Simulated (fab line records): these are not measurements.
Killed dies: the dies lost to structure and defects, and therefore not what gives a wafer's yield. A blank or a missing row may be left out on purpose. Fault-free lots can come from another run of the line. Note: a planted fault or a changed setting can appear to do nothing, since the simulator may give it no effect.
fab line records / flow n5-finfet
record: lots: 5 wafers: 12 last-day: 17
route steps=1938 shown BEOL_M7@1323 BEOL_M8@1332 PASSIVATION@1936
lots that met no fault: from a run of the same line without faults
start-h: hours from the record's opening day to when the first of the lot's shown wafers began / wait-h: time in hours since the lot's previous step / " repeats the value in the row above / L1.1+2: a single row standing in for several wafers / - no value present, or no start provided / * or withheld: withheld / < > ~ a bound
route shown NAME@n: NAME is a module with steps in the file, n the number in the route of the first one / usual: mean/standard deviation taken from wafers without a fault / same: alike in all rows / chamber/n: place in a boat / sites: each site's reading / _std_site: standard deviation across them / _edge_site: outer sites' mean less inner sites' / radius-mm: how far each site lies from the wafer's centre / mask NAME#n: copy n / behind: tool/chamber where the wafer was last shaped / hold: cause of the lot's hold/its duration in hours/its outcome / device: the transistor (n, p or np) that didn't switch / end of line: the route-end tests of the same wafers / step lacking rows: just its recipe / killed: at the first sort, the dies lost to defects and structure; wafer yield is something else / map: per-die view of a wafer (x killed, . not killed, _ where there is no die)
set.NAME: the setting the step ran with; set.NAME@STEP: the setting that earlier step ran with / model.NAME: the simulator's own value behind a step, which no gauge read
lots at selected steps of the route; one table per step, one row per wafer
services: a tool's chamber out of use, with start hour (start-h, from the record's first day; less than 0 if before it), hours out, and reason
== steps ==
step: N5_BEOL_M7_SPUTTER_48
recipe: material: Cu target-thk-a: 100 temp-c: -20 bias-v: 60 power-w: 26000 chamber-pressure-pa: 0.13 time-s: 1.667
step: N5_BEOL_M7_ECD_50
recipe: material: Cu target-thk-a: 3000
step: N5_BEOL_M7_ANNEAL_51
recipe: temp-c: 225 time-s: 90 ambient: N2
step: N5_BEOL_M7_CMP_52
recipe: stop-on: SiCOH_lowk t-overpolish-s: 6.9 down-force-psi: 1 platen-rpm: 50 clearing-platen-down-force-psi: 1.5 clearing-platen-rpm: 50 post-cmp-clean: cu-alkaline target-thk-nm: 80 clearing-platen-pad-velocity-m-s: 0.99484 pad-velocity-m-s: 0.99484
step: N5_BEOL_M7_PRE_CLEAN_55
recipe: gas: NH3 time-s: 15 temp-c: withheld rf-power-w: 300
step: N5_BEOL_M7_DEP_56
recipe: material: SiCN target-thk-a: 100 temp-c: withheld precursor: 3MS/NH3 pressure-torr: 3 rf-w: 202 time-s: 17.5
step: N5_BEOL_M8_ILD_DEP_00
recipe: material: SiCOH_lowk target-thk-a: 1797.5 temp-c: 300 precursor: DEMS/porogen pressure-torr: 5 rf-w: 500 time-s: 33.4
step: N5_BEOL_M8_CURE_74
recipe: temp-c: 385 time-s: 240 ambient: He/Ar material: SiCOH_lowk
step: N5_BEOL_M8_PECVD_70
recipe: material: SiO2 target-thk-a: 200 temp-c: 400 precursor: TEOS/O2 pressure-torr: 5.5 rf-w: 450 teos-flow-sccm: 53.8 gas: O2 flow-sccm: 3000 time-s: 22.7
usual: heater-power-w: 667/84 showerhead-plenum-p-Torr: 8.78/0.093 throttle-valve-pct: 22.2/1.8
lot.wafer=L171.2 tool=pecvd-03 chamber=2 start-h=196.47 wait-h=0.0 heater-power-w=675 showerhead-plenum-p-Torr=8.71 throttle-valve-pct=21.0 model.SiO2_of_BEOL_M8_PECVD_70.thk-nm=20.4
lot.wafer=L171.4 tool=pecvd-03 chamber=0 start-h=196.47 wait-h=0.0 heater-power-w=558 showerhead-plenum-p-Torr=8.85 throttle-valve-pct=25.6 model.SiO2_of_BEOL_M8_PECVD_70.thk-nm=20.6
lot.wafer=L171.5 tool=pecvd-03 chamber=2 start-h=196.47 wait-h=0.0 heater-power-w=675 showerhead-plenum-p-Torr=8.71 throttle-valve-pct=20.9 model.SiO2_of_BEOL_M8_PECVD_70.thk-nm=20.8
lot.wafer=L179.1 tool=pecvd-03 chamber=2 start-h=241.09 wait-h=0.0 heater-power-w=711 showerhead-plenum-p-Torr=8.74 throttle-valve-pct=20.9 model.SiO2_of_BEOL_M8_PECVD_70.thk-nm=20.4
lot.wafer=L179.2 tool=pecvd-03 chamber=1 start-h=241.09 wait-h=0.0 heater-power-w=688 showerhead-plenum-p-Torr=8.67 throttle-valve-pct=20.4 model.SiO2_of_BEOL_M8_PECVD_70.thk-nm=35
lot.wafer=L185.1 tool=pecvd-03 chamber=1 start-h=271.44 wait-h=0.0 heater-power-w=722 showerhead-plenum-p-Torr=8.66 throttle-valve-pct=20.3 model.SiO2_of_BEOL_M8_PECVD_70.thk-nm=20
lot.wafer=L185.2 tool=pecvd-03 chamber=2 start-h=271.44 wait-h=0.0 heater-power-w=689 showerhead-plenum-p-Torr=8.75 throttle-valve-pct=20.8 model.SiO2_of_BEOL_M8_PECVD_70.thk-nm=34.8
lot.wafer=L182.2 tool=pecvd-03 chamber=0 start-h=271.84 wait-h=0.0 heater-power-w=531 showerhead-plenum-p-Torr=8.87 throttle-valve-pct=25.4 model.SiO2_of_BEOL_M8_PECVD_70.thk-nm=34.8
lot.wafer=L182.3 tool=pecvd-03 chamber=1 start-h=271.84 wait-h=0.0 heater-power-w=716 showerhead-plenum-p-Torr=8.66 throttle-valve-pct=20.8 model.SiO2_of_BEOL_M8_PECVD_70.thk-nm=34.6
lot.wafer=L193.1 tool=pecvd-04 chamber=1 start-h=333.55 wait-h=0.0 heater-power-w=658 showerhead-plenum-p-Torr=8.80 throttle-valve-pct=22.3 model.SiO2_of_BEOL_M8_PECVD_70.thk-nm=19.8
lot.wafer=L193.3 tool=pecvd-04 chamber=0 start-h=333.55 wait-h=0.0 heater-power-w=606 showerhead-plenum-p-Torr=8.73 throttle-valve-pct=21.1 model.SiO2_of_BEOL_M8_PECVD_70.thk-nm=19.6
lot.wafer=L193.6 tool=pecvd-04 chamber=2 start-h=333.55 wait-h=0.0 heater-power-w=588 showerhead-plenum-p-Torr=8.79 throttle-valve-pct=22.2 model.SiO2_of_BEOL_M8_PECVD_70.thk-nm=20.2
step: N5_BEOL_M8_HM_DEP_02
recipe: material: TiN target-thk-a: 200 temp-c: 25 chamber-pressure-pa: 0.49996
step: N5_BEOL_M8_COAT_59
recipe: resist: SOC temp-c: 250 time-s: 60 spin-rpm: 1500 resist-thk-nm: 100
step: N5_BEOL_M8_COAT_60
recipe: resist: SiARC temp-c: 220 time-s: 60 spin-rpm: 1500 resist-thk-nm: 35
step: N5_BEOL_M8_COAT_05
recipe: resist: CAR-ArF spin-rpm: 1500 resist-thk-nm: 90
step: N5_BEOL_M8_EBR_07
recipe: solvent: PGMEA ebr-width-mm: 1.5
step: N5_BEOL_M8_SOFTBAKE_06
recipe: temp-c: 110 time-s: 60 resist: CAR-ArF
step: N5_BEOL_M8_EXPOSE_08
recipe: mask-id: M8 na: 1.35 source-shape: dipole sigma-inner: 0.817 sigma-outer: 0.97 polarization: te dose-mj: 68.25
step: N5_BEOL_M8_PEB_09
recipe: peb-temp-c: withheld peb-time-s: 60 resist: CAR-ArF
step: N5_BEOL_M8_DEVELOP_10
recipe: develop-time-s: 30 developer: TMAH resist: CAR-ArF rinse-liquid: diw dry: air-spin dev-temp-c: 23
step: N5_BEOL_M8_DESCUM_16
recipe: chemistry: O2 time-s: 7.9 source-power-w: 50 bias-power-w: 20 pressure-mtorr: 20 rf-frequency-hz: 2.712e+07 temp-c: 40 resist: CAR-ArF o2-flow-sccm: 225
step: N5_BEOL_M8_ETCH_61
recipe: chemistry: CF4 target: SiARC target-depth-a: 455 mask-material: CAR-ArF time-s: 75.8 ion-energy-ev: 80 pressure-mtorr: 40 source-w: 545 bias-w: 36 Ar_flow_sccm: 100 cf4-flow-sccm: 100 ends: cleared
step: N5_BEOL_M8_ETCH_62
recipe: chemistry: N2/H2 target: SOC target-depth-a: 1100 overetch-a: 220 mask-material: SiARC temp-c: 40 time-s: 165 ion-energy-ev: 200 pressure-mtorr: 30 source-w: 840 bias-w: 150 n2-flow-sccm: 200 h2-flow-sccm: 200
step: N5_BEOL_M8_STRIP_68
recipe: chemistry: N2/H2 temp-c: 40 n2-flow-sccm: 200 h2-flow-sccm: 200 rf-frequency-hz: 6e+07
step: N5_BEOL_M8_STRIP_67
recipe: chemistry: CF4 resist: SiARC power-w: 300 bias-power-w: 75 pressure-mtorr: 50 cf4-flow-sccm: 150 rf-frequency-hz: 6e+07
step: N5_BEOL_M8_HM_OPEN_17
recipe: chemistry: Cl2/BCl3 target-depth-a: 200 overetch-a: 60 target: TiN mask-material: SOC ion-energy-ev: 150 pressure-mtorr: 10 icp-w: 1000 bias-w: 126 Cl2_flow_sccm: 53.25 bcl3-flow-sccm: 21.75 Ar_flow_sccm: 25
step: N5_BEOL_M8_STRIP_19
recipe: chemistry: O2 power-w: 400 temp-c: 40 pressure-mtorr: 30 rf-frequency-hz: 6e+07 bias-power-w: 0 overash-fraction: 0.2 o2-flow-sccm: 225
step: N5_BEOL_M8_COAT_63
recipe: resist: SOC temp-c: 250 time-s: 60 spin-rpm: 1500 resist-thk-nm: 60
step: N5_BEOL_M8_COAT_64
recipe: resist: SiARC temp-c: 220 time-s: 60 spin-rpm: 1500 resist-thk-nm: 12
step: N5_BEOL_M8_COAT_71
recipe: resist: underlayer temp-c: 205 time-s: 60 spin-rpm: 1500 resist-thk-nm: 5
step: N5_BEOL_M8_COAT_22
recipe: resist: CAR-EUV spin-rpm: 1500 resist-thk-nm: 30
step: N5_BEOL_M8_EBR_24
recipe: solvent: PGMEA ebr-width-mm: 1.5
step: N5_BEOL_M8_SOFTBAKE_23
recipe: temp-c: 110 time-s: 60 resist: CAR-EUV
step: N5_BEOL_M8_EXPOSE_25
recipe: mask-id: V7 na: 0.33 source-shape: annular sigma-inner: 0.4 sigma-outer: 0.8 polarization: unpolarized target-cd-nm: 40 dose-mj: 42.5
step: N5_BEOL_M8_PEB_26
recipe: peb-temp-c: 100 peb-time-s: 60 resist: CAR-EUV
step: N5_BEOL_M8_DEVELOP_27
recipe: develop-time-s: 30 developer: TMAH resist: CAR-EUV rinse-liquid: surfactant-rinse dry: air-spin dev-temp-c: 23
step: N5_BEOL_M8_HM_STRIP_39
recipe: chemistry: peroxide-tin-strip material: TiN target-depth-a: 250 temp-c: 50 time-s: 158
lot.wafer=L171.2 tool=wet-bench-04 chamber=7 start-h=202.70 wait-h=0.0 model.SiO2_of_BEOL_M8_PECVD_70.thk-nm=20.2
lot.wafer=L171.4 tool=wet-bench-04 chamber=6 start-h=202.70 wait-h=0.0 model.SiO2_of_BEOL_M8_PECVD_70.thk-nm=20.4
lot.wafer=L171.5 tool=wet-bench-04 chamber=0 start-h=202.70 wait-h=0.0 model.SiO2_of_BEOL_M8_PECVD_70.thk-nm=20.6
lot.wafer=L179.1 tool=wet-bench-04 chamber=7 start-h=245.64 wait-h=0.0 model.SiO2_of_BEOL_M8_PECVD_70.thk-nm=20.2
lot.wafer=L179.2 tool=wet-bench-04 chamber=1 start-h=245.64 wait-h=0.0 model.SiO2_of_BEOL_M8_PECVD_70.thk-nm=34.8
lot.wafer=L185.1 tool=wet-bench-04 chamber=6 start-h=280.50 wait-h=0.0 model.SiO2_of_BEOL_M8_PECVD_70.thk-nm=19.8
lot.wafer=L185.2 tool=wet-bench-04 chamber=1 start-h=280.50 wait-h=0.0 model.SiO2_of_BEOL_M8_PECVD_70.thk-nm=34.8
lot.wafer=L182.2 tool=wet-bench-02 chamber=7 start-h=280.98 wait-h=0.0 model.SiO2_of_BEOL_M8_PECVD_70.thk-nm=34.8
lot.wafer=L182.3 tool=wet-bench-02 chamber=6 start-h=280.98 wait-h=0.0 model.SiO2_of_BEOL_M8_PECVD_70.thk-nm=34.6
lot.wafer=L193.1 tool=wet-bench-02 chamber=2 start-h=337.60 wait-h=0.0 model.SiO2_of_BEOL_M8_PECVD_70.thk-nm=19.6
lot.wafer=L193.3 tool=wet-bench-02 chamber=7 start-h=337.60 wait-h=0.0 model.SiO2_of_BEOL_M8_PECVD_70.thk-nm=19.4
lot.wafer=L193.6 tool=wet-bench-02 chamber=4 start-h=337.60 wait-h=0.0 model.SiO2_of_BEOL_M8_PECVD_70.thk-nm=20
step: N5_BEOL_M8_CMP_52
recipe: stop-on: SiCOH_lowk t-overpolish-s: 6.9 down-force-psi: 1 platen-rpm: 50 clearing-platen-down-force-psi: 1.5 clearing-platen-rpm: 50 post-cmp-clean: cu-alkaline target-thk-nm: 80 clearing-platen-pad-velocity-m-s: 0.99484 pad-velocity-m-s: 0.99484
usual: barrier-field-endpoint-s: 29.2/0.76 motor-current-A: 6.0/0.39 overpolish-run-s: 6.899/0.0085 platen-rpm: 50.00/0.033 retaining-ring-pressure-frac: 1.001/0.0047
lot.wafer=L171.4 tool=cmp-01 chamber=2 start-h=204.93 wait-h=0.1 barrier-field-endpoint-s=29.9 motor-current-A=5.6 overpolish-run-s=6.899 platen-rpm=49.99 retaining-ring-pressure-frac=1.004
lot.wafer=L171.2 tool=cmp-01 chamber=1 start-h=204.93 wait-h=0.1 barrier-field-endpoint-s=29.2 motor-current-A=5.7 overpolish-run-s=6.898 platen-rpm=50.00 retaining-ring-pressure-frac=0.999
lot.wafer=L171.5 tool=cmp-01 chamber=3 start-h=204.93 wait-h=0.1 barrier-field-endpoint-s=31.0 motor-current-A=6.0 overpolish-run-s=6.898 platen-rpm=49.98 retaining-ring-pressure-frac=0.998
lot.wafer=L179.2 tool=cmp-03 chamber=2 start-h=248.19 wait-h=0.4 barrier-field-endpoint-s=46.1 motor-current-A=5.9 overpolish-run-s=0.722 platen-rpm=50.03 retaining-ring-pressure-frac=1.004
lot.wafer=L179.1 tool=cmp-03 chamber=1 start-h=248.19 wait-h=0.4 barrier-field-endpoint-s=29.8 motor-current-A=6.5 overpolish-run-s=6.908 platen-rpm=50.02 retaining-ring-pressure-frac=0.994
lot.wafer=L185.1 tool=cmp-04 chamber=1 start-h=282.48 wait-h=0.3 barrier-field-endpoint-s=29.3 motor-current-A=6.4 overpolish-run-s=6.905 platen-rpm=50.01 retaining-ring-pressure-frac=0.994
lot.wafer=L185.2 tool=cmp-04 chamber=3 start-h=282.48 wait-h=0.3 barrier-field-endpoint-s=46.8 motor-current-A=6.2 overpolish-run-s=0.029 platen-rpm=50.00 retaining-ring-pressure-frac=0.998
lot.wafer=L182.3 tool=cmp-03 chamber=2 start-h=284.16 wait-h=0.3 barrier-field-endpoint-s=46.8 motor-current-A=6.3 overpolish-run-s=0.041 platen-rpm=49.93 retaining-ring-pressure-frac=1.006
lot.wafer=L182.2 tool=cmp-03 chamber=3 start-h=284.16 wait-h=0.3 barrier-field-endpoint-s=46.8 motor-current-A=6.9 overpolish-run-s=0.036 platen-rpm=50.01 retaining-ring-pressure-frac=1.001
lot.wafer=L193.1 tool=cmp-03 chamber=0 start-h=340.07 wait-h=0.3 barrier-field-endpoint-s=28.2 motor-current-A=6.3 overpolish-run-s=6.897 platen-rpm=50.00 retaining-ring-pressure-frac=0.998
lot.wafer=L193.3 tool=cmp-03 chamber=3 start-h=340.07 wait-h=0.3 barrier-field-endpoint-s=28.1 motor-current-A=6.5 overpolish-run-s=6.893 platen-rpm=49.97 retaining-ring-pressure-frac=0.998
lot.wafer=L193.6 tool=cmp-03 chamber=0 start-h=340.07 wait-h=0.3 barrier-field-endpoint-s=29.2 motor-current-A=6.0 overpolish-run-s=6.900 platen-rpm=49.99 retaining-ring-pressure-frac=0.994
step: N5_PASSIVATION_PROBE_49
usual: defect-limited-yield: 91.3/1.5 killed_at_M0_to_M3: 35/8.7 killed_at_M4_up: 14/5.5 killed-at-contacts: 11/5.6 killed-at-front-end: 39/13 killed-at-other: 3.7/2.2 killed-dies: 103/18 killed-on-rim: 14/4.4 killed-open: 69/14 killed-short: 33/7.8 sort_bin_5_function: 5.1/0.99 sort_bin_6_memory: 3.3/0.67 sort-n-pass: 1077/18 sort-yield-pct: 91.2/1.5
same: gross-dies: 1180 killed-at-back-side: 0 sort_bin_4_leakage[%]: 0 sort_bin_8_speed[%]: 0
lot.wafer=L179.1 tool=prober-01 chamber=- start-h=312.86 wait-h=0.0 defect-limited-yield[%]=93.2 killed_at_M0_to_M3=20 killed_at_M4_up=11 killed-at-contacts=16 killed-at-front-end=33 killed-at-other=0 killed-dies=80 killed-on-rim=11 killed-open=56 killed-short=24 sort_bin_5_function[%]=4.2 sort_bin_6_memory[%]=2.1 sort-n-pass=1100 sort-yield-pct[%]=93.2
lot.wafer=L179.2 tool=prober-01 chamber=- start-h=312.91 wait-h=0.1 defect-limited-yield[%]=88.3 killed_at_M0_to_M3=37 killed_at_M4_up=12 killed-at-contacts=22 killed-at-front-end=63 killed-at-other=4 killed-dies=138 killed-on-rim=9 killed-open=99 killed-short=34 sort_bin_5_function[%]=6.6 sort_bin_6_memory[%]=4.2 sort-n-pass=1042 sort-yield-pct[%]=88.3
lot.wafer=L182.2 tool=prober-02 chamber=- start-h=350.47 wait-h=0.1 defect-limited-yield[%]=91.4 killed_at_M0_to_M3=54 killed_at_M4_up=9 killed-at-contacts=13 killed-at-front-end=23 killed-at-other=2 killed-dies=101 killed-on-rim=18 killed-open=73 killed-short=28 sort_bin_5_function[%]=5.1 sort_bin_6_memory[%]=3.0 sort-n-pass=1079 sort-yield-pct[%]=91.4
lot.wafer=L182.3 tool=prober-02 chamber=- start-h=350.52 wait-h=0.1 defect-limited-yield[%]=90.4 killed_at_M0_to_M3=49 killed_at_M4_up=22 killed-at-contacts=14 killed-at-front-end=26 killed-at-other=2 killed-dies=113 killed-on-rim=16 killed-open=80 killed-short=32 sort_bin_5_function[%]=5.8 sort_bin_6_memory[%]=3.6 sort-n-pass=1067 sort-yield-pct[%]=90.4
killed by level:class
L179.1 MOL_CONTACT_COAG:geometric-particle:open=12 BEOL_M2:geometric-particle:open=7 STARTING-WAFER:geometric-particle:short=6 GATE_CUT:geometric-particle:open=5 DUMMY_GATE:geometric-particle:open=4 MOL_CONTACT_COAG:geometric-particle:short=4 BEOL_M1:geometric-particle:open=4 BEOL_M7:geometric-particle:open=4
L179.2 FIN_SAQP:geometric-particle:open=17 MOL_CONTACT_COAG:geometric-particle:open=15 BEOL_M2:geometric-particle:open=12 DUMMY_GATE:geometric-particle:open=11 BEOL_M3:geometric-particle:open=10 GATE_CUT:geometric-particle:short=7 MOL_CONTACT_COAG:geometric-particle:short=7 FIN_SAQP:geometric-particle:short=5
L182.2 BEOL_M2:geometric-particle:open=15 MOL_CONTACT_COAG:geometric-particle:open=9 BEOL_M0_SAQP:geometric-particle:short=8 BEOL_M1:geometric-particle:open=8 BEOL_M0_SAQP:geometric-particle:open=7 BEOL_M3:geometric-particle:open=7 FIN_SAQP:geometric-particle:open=5 GATE_CUT:geometric-particle:short=5
L182.3 BEOL_M4:geometric-particle:open=11 MOL_CONTACT_COAG:geometric-particle:open=10 FIN_SAQP:geometric-particle:open=9 BEOL_M0:geometric-particle:open=9 BEOL_M0_SAQP:geometric-particle:open=8 BEOL_M0_SAQP:geometric-particle:short=6 BEOL_M2:geometric-particle:open=6 BEOL_M1:geometric-particle:open=6
== services ==
tool=pecvd-03 chamber=- start-h=174.60 hours=0.8 kind=pm
tool=pecvd-03 chamber=- start-h=182.50 hours=5.7 kind=repair
tool=cmp-04 chamber=- start-h=184.25 hours=1.1 kind=repair
tool=pecvd-04 chamber=1 start-h=186.97 hours=5.1 kind=repair
tool=cmp-01 chamber=- start-h=189.80 hours=1.9 kind=repair
tool=cmp-01 chamber=- start-h=193.31 hours=2.1 kind=repair
tool=cmp-04 chamber=- start-h=198.19 hours=22.5 kind=repair
tool=pecvd-03 chamber=2 start-h=209.27 hours=11.5 kind=repair
tool=pecvd-03 chamber=1 start-h=212.26 hours=4.4 kind=repair
tool=pecvd-04 chamber=- start-h=216.52 hours=1.1 kind=repair
tool=cmp-03 chamber=- start-h=221.66 hours=4.0 kind=pm
tool=cmp-03 chamber=- start-h=225.66 hours=- kind=consumable-replace:conditioner
tool=pecvd-04 chamber=0 start-h=230.12 hours=17.9 kind=repair
tool=cmp-04 chamber=- start-h=231.92 hours=0.6 kind=repair
tool=pecvd-03 chamber=1 start-h=244.59 hours=14.5 kind=repair
tool=cmp-03 chamber=- start-h=248.75 hours=2.2 kind=repair
tool=cmp-03 chamber=- start-h=265.83 hours=7.2 kind=pm
tool=cmp-04 chamber=- start-h=271.38 hours=4.0 kind=pm
tool=cmp-03 chamber=- start-h=278.20 hours=0.8 kind=repair
tool=cmp-01 chamber=- start-h=291.90 hours=4.0 kind=pm
tool=pecvd-03 chamber=0 start-h=305.82 hours=12.4 kind=repair
tool=cmp-04 chamber=- start-h=313.35 hours=0.6 kind=repair
tool=pecvd-04 chamber=1 start-h=317.12 hours=3.5 kind=repair
tool=pecvd-03 chamber=- start-h=329.15 hours=14.6 kind=pm
== key ==
first-sign: step: N5_BEOL_M8_CMP_52 reading: overpolish-run-s direction: down sigmas: 99+ usual: 6.899 struck: 0.207
effect: step: N5_BEOL_M8_CMP_52 reading: barrier-field-endpoint-s direction: up sigmas: 23 usual: 29.2 struck: 46.6
model-effect: step: N5_BEOL_M8_PECVD_70 value: SiO2_of_BEOL_M8_PECVD_70.thk-nm without: 20.15 struck: 34.8
model-effect: step: N5_BEOL_M8_HM_STRIP_39 value: SiO2_of_BEOL_M8_PECVD_70.thk-nm without: 19.95 struck: 34.75
met-at N5_BEOL_M8_PECVD_70
struck-wafers L179.2,L182.2,L182.3,L185.2
onset-between 196.47 241.09
fault: kind: process-parameter-drift tool: pecvd-03 chamber: - onset-h: 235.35 steps: N5_BEOL_M8_PECVD_70 channel: time-s offset: * shape: step end-h: 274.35 scope: struck-wafers-only acts-in: * stated: *
